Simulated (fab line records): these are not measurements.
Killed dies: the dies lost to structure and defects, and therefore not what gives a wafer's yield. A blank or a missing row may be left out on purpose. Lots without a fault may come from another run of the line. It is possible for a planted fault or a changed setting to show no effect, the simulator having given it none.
fab line records	flow nandHarc
record lots=5	wafers=15	lastDay=24
route steps=1159 shown P_BONDPAD@364 END@1159
lots with no fault: from the same line, run without faults
startH: hours from the record's first day to the start of the lot's first wafer shown	waitH: hours since the lot's step before	" identical to the entry in the row above	L1.1+2: a row that stands for several wafers	- no value, or no start was given	* or withheld: withheld	< > ~ a bound
route shown NAME@n: names a module that has steps shown in the file, with the first one's number in the route	usual: mean/standard deviation of fault-free wafers	same: alike in all rows	chamber/n: place in a boat	sites: readings site by site	_std_site: standard deviation across them	_edge_site: mean of outer sites minus mean of inner sites	radiusMm: how far each site lies from the wafer's centre	mask NAME#n: copy n	behind: the most recent tool/chamber to have shaped the wafer	hold: the reason the lot was held/the length of the hold in hours/how it ended	device: which transistor (n, p or np) failed to switch	end of line: at the end of the route, the tests of the same wafers	step lacking rows: just its recipe	killed: the dies lost at the first sort to structure and to defects; this is not the yield of the wafer	map: a wafer's dies, marking killed ones x, the rest . and places with no die _
set.NAME: the setting that was run; set.NAME@STEP: the one run at that earlier step	model.NAME: the simulator's own value behind a step, which no gauge read
lots seen at some steps along the route; tables by step, rows by wafer
services: from which hour (startH, from the record's first day; less than 0 if before it) a tool's chamber was out of use, for how many hours, and why
## steps
# step NHARC_P_BONDPAD_CD_MEAS_09
# recipe targetCdNm=500	landingEnergyEv=500
# usual cdNm=501.0/2.6
lot.wafer	tool	chamber	startH	waitH	cdNm
L726.1	cdSem-01	0	171.76	-	500.5
L726.3	"	0	"	"	501.5
L726.4	"	0	"	"	500.9
L734.1	cdSem-03	0	232.79	-	500.2
L734.2	"	0	"	"	501.5
L734.3	"	0	"	"	501.9
L737.4	cdSem-01	0	243.55	-	502.7
L737.5	"	0	"	"	497.3
L737.6	"	0	"	"	505.7
L738.4	cdSem-03	0	249.24	-	502.5
L738.5	"	0	"	"	496.4
L738.6	"	0	"	"	497.2
L739.1	cdSem-01	0	263.44	-	500.7
L739.2	"	0	"	"	494.8
L739.5	"	0	"	"	500.9
# step NHARC_P_BONDPAD_OVL_MEAS_38
# usual overlayXNm=2/4.6	overlayYNm=2/6.1
lot.wafer	tool	chamber	startH	waitH	overlayXNm	overlayYNm
L726.1	overlay-01	-	171.85	-	10	-6
L726.3	"	-	"	"	11	-6
L726.4	"	-	"	"	11	-6
L734.1	overlay-02	-	232.88	-	1	-3
L734.2	"	-	"	"	1	-2
L734.3	"	-	"	"	2	-3
L737.4	overlay-02	-	243.63	-	4	-10
L737.5	"	-	"	"	5	-10
L737.6	"	-	"	"	4	-10
L738.4	overlay-01	-	249.33	-	2	0
L738.5	"	-	"	"	0	0
L738.6	"	-	"	"	1	0
L739.1	overlay-02	-	263.53	-	4	12
L739.2	"	-	"	"	4	12
L739.5	"	-	"	"	4	12
# step NHARC_P_BONDPAD_HARDBAKE_10
# recipe tempC=118	timeS=65
# step NHARC_P_BONDPAD_DESCUM_11
# recipe timeS=3	o2FlowSccm=200	arFlowSccm=0	biasPowerW=0	chemistry=O2
# step NHARC_P_BONDPAD_ETCH_37
# recipe targetDepthA=600	overetchA=180	timeS=65.91	ionEnergyEv=200	n2FlowSccm=150	h2FlowSccm=150	arFlowSccm=0	rfW=400	biasW=150	chemistry=N2/H2
# usual drypumpMotorCurrentA=5.5/0.46	h2FlowSccm=149.9/0.38	oesProductAu=1.007/0.012	rfVppV=430.5/2.2	showerheadPlenumPTorr=2.04/0.071	throttleValvePct=14.171/0.009
lot.wafer	tool	chamber	startH	waitH	drypumpMotorCurrentA	h2FlowSccm	oesProductAu	rfHoursCounterH	rfVppV	showerheadPlenumPTorr	throttleValvePct
L726.4	rieDiel-03	0	172.11	0.1	5.1	149.8	1.014	43	429.1	2.04	14.174
L726.3	"	1	"	"	4.9	149.8	0.997	40	432.6	2.10	14.166
L726.1	"	2	"	"	5.2	149.8	1.025	44	432.0	2.12	14.160
L734.2	rieDiel-06	3	233.17	0.1	5.9	149.5	1.009	15	426.6	1.92	14.170
L734.3	"	0	"	"	4.8	150.9	0.992	14	431.7	2.10	14.183
L734.1	"	2	"	"	5.8	149.3	1.024	16	431.4	2.02	14.194
L737.4	rieDiel-03	0	243.99	0.2	5.1	149.8	1.014	8	429.9	2.03	14.178
L737.5	"	1	"	"	4.9	149.3	0.990	-	432.9	2.09	14.168
L737.6	"	2	"	"	5.2	150.0	1.008	-	431.9	2.11	14.181
L738.4	rieDiel-03	2	249.54	0.1	5.2	150.1	1.017	10	433.6	2.11	14.166
L738.5	"	1	"	"	4.9	150.6	0.991	-	431.4	2.09	14.173
L738.6	"	2	"	"	5.2	149.7	1.013	-	433.4	2.11	14.166
L739.2	rieDiel-06	0	263.74	0.1	4.8	149.6	1.004	1	433.3	2.10	14.152
L739.1	"	2	"	"	5.8	149.8	1.012	1	429.4	2.02	14.166
L739.5	"	0	"	"	4.8	149.9	1.002	-	432.2	2.10	14.190
# step NHARC_P_BONDPAD_ETCH_12
# recipe targetDepthA=2000	timeS=100	chf3FlowSccm=50	o2FlowSccm=10	arFlowSccm=200	rfW=500	biasW=200	chemistry=CHF3/O2
# step NHARC_P_BONDPAD_CD_MEAS_13
# usual cdNm=500.3/2.8
lot.wafer	tool	chamber	startH	waitH	cdNm
L726.1	cdSem-03	-	172.41	-	500.5
L726.3	"	-	"	"	499.6
L726.4	"	-	"	"	501.1
L734.1	cdSem-01	-	233.42	-	498.6
L734.2	"	-	"	"	500.4
L734.3	"	-	"	"	500.9
L737.4	cdSem-03	-	244.20	-	504.0
L737.5	"	-	"	"	496.6
L737.6	"	-	"	"	505.8
L738.4	cdSem-02	-	249.77	-	501.5
L738.5	"	-	"	"	496.3
L738.6	"	-	"	"	497.7
L739.1	cdSem-02	-	263.96	-	500.1
L739.2	"	-	"	"	496.2
L739.5	"	-	"	"	500.4
# step NHARC_P_BONDPAD_STRIP_15
# recipe o2FlowSccm=500	arFlowSccm=0	biasW=0	chemistry=O2
# usual drypumpMotorCurrentA=5.6/0.46	oesProductAu=1.006/0.014	rfVppV=57.8/0.84	showerheadPlenumPTorr=3.52/0.11	throttleValvePct=17.036/0.0084
lot.wafer	tool	chamber	startH	waitH	drypumpMotorCurrentA	oesProductAu	rfHoursCounterH	rfVppV	showerheadPlenumPTorr	throttleValvePct
L726.4	rieDiel-06	2	172.48	0.1	5.8	1.016	10	57.8	3.50	17.023
L726.3	"	3	"	"	5.9	0.984	9	56.3	3.34	17.035
L726.1	"	1	"	"	5.9	0.991	11	58.1	3.63	17.048
L734.3	rieDiel-06	2	233.51	0.1	5.8	1.024	16	57.1	3.50	17.018
L734.2	"	3	"	"	5.9	1.008	15	58.2	3.33	17.030
L734.1	"	0	"	"	4.8	1.002	14	58.3	3.62	17.031
L737.4	rieDiel-03	2	244.54	0.3	5.2	1.018	9	58.3	3.64	17.026
L737.5	"	3	"	"	6.1	1.023	-	59.9	3.50	17.008
L737.6	"	0	"	"	5.1	1.012	-	57.8	3.51	17.035
L738.4	rieDiel-02	3	249.87	0.1	5.2	1.006	36	56.6	3.48	17.031
L738.5	"	3	"	"	5.2	1.002	-	57.6	3.48	17.049
L738.6	"	0	"	"	5.9	0.994	-	57.8	3.41	17.033
L739.2	rieDiel-06	2	264.04	0.1	5.8	1.009	1	58.3	3.50	17.032
L739.1	"	0	"	"	4.8	1.000	1	58.7	3.62	17.038
L739.5	"	2	"	"	5.8	1.010	-	58.0	3.50	17.026
# step NHARC_P_BONDPAD_ETCH_24
# recipe targetDepthA=300	overEtchFrac=0.3	timeS=72.99	ionEnergyEv=150	cf4FlowSccm=50	n2FlowSccm=100	arFlowSccm=150	rfW=300	biasW=100	chemistry=CF4/N2
# usual cf4FlowSccm=50.01/0.15	drypumpMotorCurrentA=5.5/0.47	oesProductAu=1.007/0.012	rfVppV=314.3/1.7	showerheadPlenumPTorr=2.63/0.084	throttleValvePct=19.795/0.0097
lot.wafer	tool	chamber	startH	waitH	cf4FlowSccm	drypumpMotorCurrentA	oesProductAu	rfHoursCounterH	rfVppV	showerheadPlenumPTorr	throttleValvePct
L726.1	rieDiel-06	1	-	-	49.78	5.9	0.989	11	316.4	2.70	19.801
L726.3	"	2	"	"	49.89	5.8	1.025	10	313.6	2.60	19.805
L726.4	"	0	"	"	49.95	4.8	1.000	9	316.6	2.70	19.805
L734.3	rieDiel-06	3	-	-	50.07	5.8	1.003	15	311.9	2.48	19.814
L734.2	"	0	"	"	49.69	4.8	1.005	14	316.6	2.70	19.806
L734.1	"	1	"	"	49.98	5.9	1.000	16	315.2	2.70	19.788
L737.4	rieDiel-03	0	-	-	50.03	5.1	1.011	8	313.3	2.61	19.785
L737.5	"	3	"	"	49.80	6.1	1.014	-	314.9	2.61	19.799
L737.6	"	0	"	"	50.26	5.1	1.010	-	314.6	2.62	19.797
L738.4	rieDiel-02	1	-	-	49.95	6.0	1.000	32	310.9	2.46	19.792
L738.6	"	2	"	"	50.26	5.3	1.014	-	313.3	2.54	19.794
L738.5	"	3	"	"	50.20	5.2	1.004	-	313.4	2.59	19.805
L739.2	rieDiel-06	0	-	-	50.06	4.8	1.013	1	315.0	2.70	19.793
L739.1	"	1	"	"	50.09	5.9	1.013	1	315.5	2.70	19.812
L739.5	"	3	"	"	50.06	5.9	0.992	-	311.9	2.48	19.791
# step NHARC_P_BONDPAD_STRIP_16
# recipe timeS=600	tempC=30	chemistry=postEtchResidueRemover
# step NHARC_P_BONDPAD_DEGAS_25
# recipe tempC=300	timeS=60
# usual heaterPowerW=485/50
lot.wafer	tool	chamber	startH	waitH	heaterPowerW
L726.3	pvdSputter-03	-	173.03	-	488
L726.4	"	-	"	"	474
L726.1	"	-	"	"	545
L734.3	pvdSputter-03	-	234.05	-	488
L734.2	"	-	"	"	486
L734.1	"	-	"	"	441
L737.4	pvdSputter-01	-	245.06	-	422
L737.6	"	-	"	"	420
L737.5	"	-	"	"	459
L738.4	pvdSputter-02	-	250.44	-	449
L738.6	"	-	"	"	458
L738.5	"	-	"	"	525
L739.2	pvdSputter-01	-	264.61	-	523
L739.1	"	-	"	"	591
L739.5	"	-	"	"	421
# step NHARC_P_BONDPAD_PRE_CLEAN_26
# recipe timeS=30	tempC=280	gas=H2/He
# step NHARC_P_BONDPAD_PVD_17
# recipe targetThkA=50	biasV=168.6	powerW=15000	chamberPressurePa=0.12	timeS=8.06	substrateTempC=50	material=TaN
# usual throttleValvePct=30.0/0.84	timeS=8.06/0
lot.wafer	tool	chamber	startH	waitH	throttleValvePct	timeS
L726.3	pvdSputter-03	-	173.14	-	30.4	8.06
L726.1	"	-	"	"	28.8	8.06
L726.4	"	-	"	"	30.4	8.06
L734.2	pvdSputter-03	-	234.18	-	30.2	8.06
L734.1	"	-	"	"	30.3	6.7027
L734.3	"	-	"	"	30.4	8.06
L737.4	pvdSputter-01	-	245.18	-	29.6	8.06
L737.6	"	-	"	"	29.8	8.06
L737.5	"	-	"	"	32.5	8.06
L738.4	pvdSputter-02	-	250.53	-	29.7	8.06
L738.6	"	-	"	"	29.7	8.06
L738.5	"	-	"	"	29.1	8.06
L739.1	pvdSputter-01	-	264.71	-	29.7	8.06
L739.2	"	-	"	"	29.3	8.06
L739.5	"	-	"	"	32.3	8.06
# step NHARC_P_BONDPAD_PVD_27
# recipe targetThkA=300	chamberPressurePa=5	powerW=5000	substrateTempC=30	timeS=20.49	material=Cu
# usual throttleValvePct=30.1/0.9	timeS=20.49/0
lot.wafer	tool	chamber	startH	waitH	throttleValvePct	timeS
L726.3	pvdSputter-03	-	-	-	28.9	20.49
L726.1	"	-	"	"	30.3	20.49
L726.4	"	-	"	"	30.5	20.49
L734.3	pvdSputter-03	-	-	-	28.9	20.49
L734.2	"	-	"	"	30.4	20.49
L734.1	"	-	"	"	30.4	20.49
L737.4	pvdSputter-01	-	-	-	29.5	20.49
L737.6	"	-	"	"	32.4	20.49
L737.5	"	-	"	"	29.7	20.49
L738.4	pvdSputter-02	-	-	-	29.6	20.49
L738.5	"	-	"	"	30.0	20.49
L738.6	"	-	"	"	30.2	20.49
L739.1	pvdSputter-01	-	-	-	32.3	20.49
L739.2	"	-	"	"	29.9	20.49
L739.5	"	-	"	"	32.4	20.49
# step NHARC_END_SORT_01
# recipe tempC=25
# usual defectLimitedYield=95.3/1.6	killedAtArray=28/11	killedAtOther=0.5/0.87	killedAtPeriphery=2.9/2.2	killedDies=32/11	killedOpen=3.2/1.9	killedShort=1.8/1.4	sort_bin_2_pct=1.5/0.62	sort_bin_3_pct=0.22/0.18	sort_bin_4_pct=3.0/1.1	sortNPass=645/11	sortRimYieldPct=96.1/2.4	sortYieldPct=95.3/1.6
# same grossDies=677	sort_bin_5_pct[%]=0	sort_bin_6_pct[%]=0	sort_bin_7_pct[%]=0	sort_bin_8_pct[%]=0	sortRimNGross=106.00
lot.wafer	tool	chamber	startH	waitH	defectLimitedYield[%]	killedAtArray	killedAtOther	killedAtPeriphery	killedDies	killedOpen	killedShort	sort_bin_2_pct[%]	sort_bin_3_pct[%]	sort_bin_4_pct[%]	sortNPass	sortRimYieldPct[%]	sortYieldPct[%]
L726.1	prober-02	0	475.54	2.5	96.2	22	1	3	26	4	3	1.8	0.15	1.9	651	95.3	96.2
L726.3	prober-02	0	477.13	3.1	95.7	26	0	3	29	4	4	1.9	0.59	1.8	648	98.1	95.7
L726.4	prober-02	0	477.93	3.4	96.2	26	0	0	26	1	1	1.2	0	2.7	651	95.3	96.2
L734.1	prober-02	0	543.00	2.5	93.2	45	0	1	46	2	1	2.4	0.30	4.1	631	89.6	93.2
L734.2	prober-02	0	543.81	2.8	92.2	50	1	2	53	3	1	2.2	0.44	5.2	624	98.1	92.2
L734.3	prober-02	0	544.63	3.1	94.4	33	1	4	38	2	2	2.2	0.15	3.2	639	96.2	94.4
L737.4	prober-01	0	553.17	3.4	92.2	52	0	1	53	4	1	2.7	0.59	4.6	624	95.3	92.2
L737.5	prober-01	0	553.98	3.7	93.6	42	0	1	43	2	2	2.1	0.30	4.0	634	93.4	93.6
L737.6	prober-01	0	554.78	4.0	92.9	45	0	3	48	3	1	2.1	0.15	4.9	629	96.2	92.9
L738.4	prober-02	0	553.32	3.4	95.4	24	0	7	31	3	1	1.8	0.30	2.5	646	96.2	95.4
L738.5	prober-02	0	554.12	3.7	95.6	24	0	6	30	3	3	1.6	0	2.8	647	98.1	95.6
L738.6	prober-02	0	554.91	4.0	95.6	25	0	5	30	2	2	1.5	0	3.0	647	91.5	95.6
L739.1	prober-01	0	569.54	2.5	97.0	20	0	0	20	2	1	1.0	0.30	1.6	657	94.3	97.0
L739.2	prober-01	0	570.33	2.8	96.0	24	1	2	27	3	3	1.6	0.30	2.1	650	97.2	96.0
L739.5	prober-01	0	572.70	3.7	96.2	22	1	3	26	3	3	1.5	0	2.4	651	98.1	96.2
# killed by level:class
L726.1 A_CONTACT:chamberFilmFlake=7 A_SLIT:chamberFilmFlake=6 A_STAIRCASE:chamberFilmFlake=3 P_CONTACT:geometricParticle:short=2 A_CONTACT:geometricParticle:open=2 A_CHANNEL_HOLE_D1:chamberFilmFlake=2 P_CONTACT:geometricParticle:open=1 A_ONON_D1:geometricParticle:open=1
L726.3 A_SLIT:chamberFilmFlake=10 A_CHANNEL_HOLE_D1:chamberFilmFlake=3 A_STAIRCASE:chamberFilmFlake=3 A_CONTACT:chamberFilmFlake=3 P_CONTACT:geometricParticle:open=1 A_ONON_D1:geometricParticle:open=1 A_CHANNEL_FILL_D1:geometricParticle:short=1 A_SGD_CUT:geometricParticle:short=1
L726.4 A_SLIT:chamberFilmFlake=12 A_CHANNEL_HOLE_D1:chamberFilmFlake=4 A_CONTACT:chamberFilmFlake=4 A_STAIRCASE:chamberFilmFlake=3 A_ONON_D1:geometricParticle:short=1 A_M0:geometricParticle:open=1 A_BLC:chamberFilmFlake=1
L734.1 A_SLIT:chamberFilmFlake=19 A_CHANNEL_HOLE_D1:chamberFilmFlake=17 A_STAIRCASE:chamberFilmFlake=7 A_CONTACT:geometricParticle:open=2 P_M2:geometricParticle:short=1
L734.2 A_CHANNEL_HOLE_D1:chamberFilmFlake=20 A_SLIT:chamberFilmFlake=20 A_STAIRCASE:chamberFilmFlake=3 A_CONTACT:chamberFilmFlake=3 A_SGD_CUT:geometricParticle:open=2 P_CONTACT:geometricParticle:open=1 A_WL_FILL:geometricParticle:short=1 P_GATE:chamberFilmFlake=1
L734.3 A_CHANNEL_HOLE_D1:chamberFilmFlake=16 A_SLIT:chamberFilmFlake=11 P_GATE:chamberFilmFlake=2 A_CONTACT:chamberFilmFlake=2 P_CONTACT:geometricParticle:open=1 P_CONTACT:geometricParticle:short=1 A_WL_FILL:geometricParticle:short=1 A_CONTACT:geometricParticle:open=1
L737.4 A_CHANNEL_HOLE_D1:chamberFilmFlake=27 A_SLIT:chamberFilmFlake=16 A_CONTACT:chamberFilmFlake=3 A_CONTACT:geometricParticle:open=2 A_CONTACT:geometricParticle:short=1 A_M0:geometricParticle:open=1 A_M1:geometricParticle:open=1 P_STI:chamberFilmFlake=1
L738.4 P_ZERO_WELL:chamberFilmFlake=5 A_CHANNEL_HOLE_D1:chamberFilmFlake=5 A_CONTACT:chamberFilmFlake=4 A_CHANNEL_FILL_D1:chamberFilmFlake=3 A_STAIRCASE:chamberFilmFlake=3 A_WL_FILL:chamberFilmFlake=3 P_CONTACT:geometricParticle:short=1 A_STAIRCASE:geometricParticle:open=1
L737.5 A_SLIT:chamberFilmFlake=17 A_CHANNEL_HOLE_D1:chamberFilmFlake=14 A_CONTACT:chamberFilmFlake=5 A_STAIRCASE:chamberFilmFlake=2 P_CONTACT:geometricParticle:open=1 A_CHANNEL_HOLE_D1:geometricParticle:short=1 A_CONTACT:geometricParticle:short=1 A_M0:geometricParticle:open=1
L738.5 A_CHANNEL_HOLE_D1:chamberFilmFlake=11 A_CONTACT:chamberFilmFlake=6 P_ZERO_WELL:chamberFilmFlake=2 A_WL_FILL:chamberFilmFlake=2 P_M0:geometricParticle:short=1 P_M1:geometricParticle:open=1 A_CHANNEL_FILL_D1:geometricParticle:open=1 A_STAIRCASE:geometricParticle:short=1
L737.6 A_CHANNEL_HOLE_D1:chamberFilmFlake=18 A_SLIT:chamberFilmFlake=18 A_CONTACT:chamberFilmFlake=3 A_ONON_D1:geometricParticle:open=2 A_STAIRCASE:chamberFilmFlake=2 P_GATE:geometricParticle:open=1 A_WL_FILL:geometricParticle:short=1 P_STI:chamberFilmFlake=1
L738.6 A_CHANNEL_HOLE_D1:chamberFilmFlake=7 A_CONTACT:chamberFilmFlake=6 A_SGD_CUT:chamberFilmFlake=3 P_ZERO_WELL:chamberFilmFlake=2 P_GATE:chamberFilmFlake=2 A_CHANNEL_FILL_D1:chamberFilmFlake=2 A_STAIRCASE:chamberFilmFlake=2 P_STI:geometricParticle:open=1
L739.1 A_CONTACT:chamberFilmFlake=8 A_CHANNEL_HOLE_D1:chamberFilmFlake=5 A_STAIRCASE:chamberFilmFlake=2 A_M1:chamberFilmFlake=2 A_ONON_D1:geometricParticle:short=1 A_SGD_CUT:geometricParticle:open=1 A_WL_FILL:geometricParticle:open=1
L739.2 A_CHANNEL_HOLE_D1:chamberFilmFlake=9 A_CONTACT:chamberFilmFlake=5 A_STAIRCASE:chamberFilmFlake=3 A_WL_FILL:chamberFilmFlake=2 P_M0:geometricParticle:open=1 A_CHANNEL_FILL_D1:geometricParticle:short=1 A_CONTACT:geometricParticle:open=1 A_M0:geometricParticle:open=1
L739.5 A_CHANNEL_HOLE_D1:chamberFilmFlake=9 P_GATE:chamberFilmFlake=3 A_CONTACT:chamberFilmFlake=3 A_WL_FILL:geometricParticle:short=2 A_STAIRCASE:chamberFilmFlake=2 A_WL_FILL:chamberFilmFlake=2 A_ONON_D1:geometricParticle:open=1 A_CHANNEL_FILL_D1:geometricParticle:open=1
## services
tool	chamber	startH	hours	kind
rieDiel-02	-	150.86	9.0	pm
pvdSputter-03	-	153.96	10.0	pm
rieDiel-02	1	164.22	11.6	repair
rieDiel-06	0	171.20	-	clean
rieDiel-06	1	171.20	-	clean
rieDiel-06	2	171.20	-	clean
rieDiel-06	3	171.20	-	clean
pvdSputter-01	-	172.68	3.9	repair
pvdSputter-01	-	176.60	10.0	pm
pvdSputter-03	-	179.79	0.5	repair
rieDiel-06	0	195.76	-	clean
rieDiel-06	1	195.76	-	clean
rieDiel-06	2	195.76	-	clean
rieDiel-06	3	195.76	-	clean
pvdSputter-01	-	199.13	3.9	repair
pvdSputter-02	-	214.00	10.0	pm
rieDiel-03	-	215.38	9.0	pm
pvdSputter-03	-	216.07	5.1	repair
rieDiel-06	0	220.26	-	clean
rieDiel-06	1	220.26	-	clean
rieDiel-06	2	220.26	-	clean
rieDiel-06	3	220.26	-	clean
rieDiel-06	-	241.20	9.0	pm
rieDiel-06	0	241.20	9.0	ventCycle
## key
firstSign step=NHARC_P_BONDPAD_PVD_17	reading=timeS	direction=down	sigmas=99+	usual=*	struck=*
effect none on later readings
metAt NHARC_P_BONDPAD_PVD_17
struckWafers L734.1
onsetBetween 173.14 234.18
fault kind=processParameterDrift	tool=pvdSputter-03	chamber=-	onsetH=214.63	steps=NHARC_P_BONDPAD_PVD_17	channel=timeS	offset=*	shape=step	endH=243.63	scope=struckWafersOnly	actsIn=*	stated=*
